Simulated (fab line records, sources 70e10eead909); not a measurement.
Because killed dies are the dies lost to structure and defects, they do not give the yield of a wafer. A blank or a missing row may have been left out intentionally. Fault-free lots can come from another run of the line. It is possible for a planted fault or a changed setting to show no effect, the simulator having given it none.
What tool caused it? ; flow nand harc ; 14 lots, 42 wafers sampled, at 3 steps of a route of 1302

## WHAT THE GAUGES SHOWED, per wafer
NHARC_A_WL_FILL_INSPECT_15. Usual: 455 for raw defect count, sd 130.
lot;measured;on;raw defect count;flag
L226;day 21 10:52;defect inspect-02;449 446 471;
L227;day 21 13:43;defect inspect-02;468 470 472;
L229;day 22 05:57;defect inspect-02;455 423 414;
L230;day 22 10:58;defect inspect-02;380 612 696;
L231;day 23 08:55;defect inspect-02;723 620 559;
L233;day 25 09:28;defect inspect-02;273 294 359;
L236;day 25 20:00;defect inspect-01;439 489 567;
L241;day 28 01:25;defect inspect-02;400 433 565;
L244;day 28 20:40;defect inspect-02;274 255 221;
L245;day 29 02:10;defect inspect-01;627 428 415;
L246;day 29 22:17;defect inspect-02;360 420 455;
L247;day 29 22:14;defect inspect-02;429 365 382;
L248;day 30 11:55;defect inspect-02;455 610 375;
L249;day 30 18:15;defect inspect-02;496 517 360;

## TOOL THAT RAN EACH LOT (tool first, then ch and the chambers of the sampled wafers, then the start)
lot;NHARC_A_SLIT_DEP_00;NHARC_A_WL_FILL_ETCHBACK_17
L226;acl dep-03 ch 0, day 19 22:31;rie metal-02 ch 0,1, day 21 02:48
L227;acl dep-02 ch 0, day 19 22:52;rie metal-01 ch 0, day 21 07:13
L229;acl dep-03 ch 0, day 20 18:08;rie metal-02 ch 0,1, day 21 23:34
L230;acl dep-01 ch 0, day 20 18:11;rie metal-03 ch 0,1, day 22 04:29
L231;acl dep-01 ch 0, day 21 21:10;rie metal-01 ch 0,1, day 23 02:38
L233;acl dep-03 ch 0, day 23 19:42;rie metal-02 ch 0,1, day 25 03:11
L236;acl dep-03 ch 0, day 24 08:16;rie metal-02 ch 0,1, day 25 13:41
L241;acl dep-03 ch 0, day 26 14:10;rie metal-01 ch 0,1, day 27 19:08
L244;acl dep-02 ch 0, day 27 05:01;rie metal-03 ch 0,1, day 28 14:26
L245;acl dep-03 ch 0, day 27 13:18;rie metal-02 ch 0,1, day 28 19:51
L246;acl dep-01 ch 0, day 28 08:55;rie metal-03 ch 0,1, day 29 14:55
L247;acl dep-03 ch 0, day 28 09:22;rie metal-02 ch 0,1, day 29 14:55
L248;acl dep-01 ch 0, day 29 00:47;rie metal-02 ch 0,1, day 30 05:34
L249;acl dep-02 ch 0, day 29 03:27;rie metal-01 ch 0,1, day 30 12:02
- NHARC_A_SLIT_DEP_00: deposits aC, target thk 6200 nm.
- NHARC_A_WL_FILL_ETCHBACK_17: etches the open film in Cl2/BCl3, target depth 4 nm, time 26.7 s.

## WHAT THE TOOLS THEMSELVES READ (means of the sampled wafers that have a number; where no wafer has one, the mark that the record gives instead)
NHARC_A_SLIT_DEP_00. Usual: 34.999 % for throttle valve pct, sd 0.0097.
lot;tool;throttle valve pct (%);flag
L226;acl dep-03;34.994;
L227;acl dep-02;35.003;
L229;acl dep-03;35.001;
L230;acl dep-01;34.995;
L231;acl dep-01;35.002;
L233;acl dep-03;35.005;
L236;acl dep-03;35.004;
L241;acl dep-03;35.000;
L244;acl dep-02;34.996;
L245;acl dep-03;34.987;
L246;acl dep-01;35.003;
L247;acl dep-03;35.008;
L248;acl dep-01;34.989;
L249;acl dep-02;35.000;

NHARC_A_WL_FILL_ETCHBACK_17. Usual: drypump motor current A 5.6 A, standard deviation 0.31; oes product au 1.001 a.u., standard deviation 0.011; run length s 48.1 s, standard deviation 0.3.
lot;tool;drypump motor current A (A);oes product au (a.u.);run length s (s);flag
L226;rie metal-02;5.5;1.005;48.3;
L227;rie metal-01;6.0;1.013;47.9;
L229;rie metal-02;5.5;0.993;48.2;
L230;rie metal-03;5.7;0.990;47.8;
L231;rie metal-01;6.0;1.001;47.9;
L233;rie metal-02;5.5;1.010;44.9;OFF
L236;rie metal-02;5.3;1.003;41.3;OFF
L241;rie metal-01;5.9;1.013;48.0;
L244;rie metal-03;5.8;0.993;48.0;
L245;rie metal-02;5.3;0.995;48.4;
L246;rie metal-03;5.7;1.004;47.9;
L247;rie metal-02;5.3;0.993;48.4;
L248;rie metal-02;5.3;0.996;48.3;
L249;rie metal-01;5.9;1.006;48.2;

## THE ANSWER, worked out from the rows above alone
Rule: a lot is off if the mean of its wafers that have a number lies more than 3 standard deviations from the usual mean. A lot without any number at a reading at which 4 lots or more have one is off too. All remaining lots with rows at the step are treated as sound. First the gauges in route order, then the tools' own readings, where a lot's mean is used as printed above. The first step at which some lot is off is used, and at that step the reading that is off furthest; a lot without a number counts as furthest.
Off at NHARC_A_WL_FILL_ETCHBACK_17 (run length s): L233, L236.
A tool fits if, at that step or a process step before it, it ran every lot that is off, and no sound lot after the first of them. None of those tried fits.

## WHAT THE SIMULATOR HAD INSERTED
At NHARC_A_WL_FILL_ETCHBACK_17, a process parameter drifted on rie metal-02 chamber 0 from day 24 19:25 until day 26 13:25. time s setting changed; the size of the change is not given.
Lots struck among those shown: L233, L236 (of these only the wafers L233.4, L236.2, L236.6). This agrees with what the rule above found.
